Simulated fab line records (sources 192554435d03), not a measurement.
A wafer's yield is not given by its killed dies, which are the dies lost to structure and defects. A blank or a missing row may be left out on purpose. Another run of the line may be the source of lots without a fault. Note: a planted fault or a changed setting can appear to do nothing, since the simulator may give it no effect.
Chamber matching + flow n5Finfet + 4 sister chambers for N5_DUMMY_GATE_ETCH_32 on rieSi-04
The step etches SiO2 in CF4, target depth 3.5 nm, time 3.9 s. 8 wafers are shown with their chamber, then 10 later ones without.

## WAFERS PAIRED WITH THEIR CHAMBERS
| wafer  | chamber | throttleValvePct (%) | drypumpMotorCurrentA (A) |
|--------|---------|----------------------|--------------------------|
| L077.1 | 2       | 21.73                | 6.1                      |
| L081.4 | 2       | 21.73                | 6.1                      |
| L087.3 | 0       | 22.21                | 5.7                      |
| L090.1 | 0       | 22.23                | 5.8                      |
| L090.2 | 1       | 21.43                | 6.1                      |
| L090.3 | 3       | 21.89                | 5.5                      |
| L092.1 | 1       | 21.43                | 6.1                      |
| L092.2 | 3       | 21.90                | 5.5                      |

## WAFERS WITHOUT THEIR CHAMBER
| wafer  | throttleValvePct (%) | drypumpMotorCurrentA (A) |
|--------|----------------------|--------------------------|
| L092.3 | 21.75                | 6.1                      |
| L093.3 | 22.25                | 5.7                      |
| L093.4 | 21.74                | 6.0                      |
| L093.6 | 21.74                | 6.1                      |
| L094.1 | 21.88                | 5.5                      |
| L094.4 | 21.42                | 6.1                      |
| L094.6 | 22.24                | 5.8                      |
| L095.2 | 21.74                | 6.1                      |
| L095.3 | 21.41                | 6.1                      |
| L095.6 | 22.23                | 5.8                      |

## THE CHAMBER EACH PASSED THROUGH
| wafer  | from the rows above | in truth |
|--------|---------------------|----------|
| L092.3 | 2                   | 2        |
| L093.3 | 0                   | 0        |
| L093.4 | 2                   | 2        |
| L093.6 | 2                   | 2        |
| L094.1 | 3                   | 3        |
| L094.4 | 1                   | 1        |
| L094.6 | 0                   | 0        |
| L095.2 | 2                   | 2        |
| L095.3 | 1                   | 1        |
| L095.6 | 0                   | 0        |
Correctly placed: 10 of 10. Not placeable from these rows: 0. Placed wrongly: 0.
How it was worked out, from the rows above alone: a wafer's distance from a chamber is the root of the sum, over the readings, of the square of ((its reading less the chamber's mean) divided by the reading's scatter). The wafer belongs to the nearest chamber; if the next one is less than 2 further off, it can't be placed. A chamber's mean is the mean of its shown wafers. The scatter: the root of (the sum of the squares of (reading less its chamber's mean) over the shown wafers, divided by (wafers less chambers)).
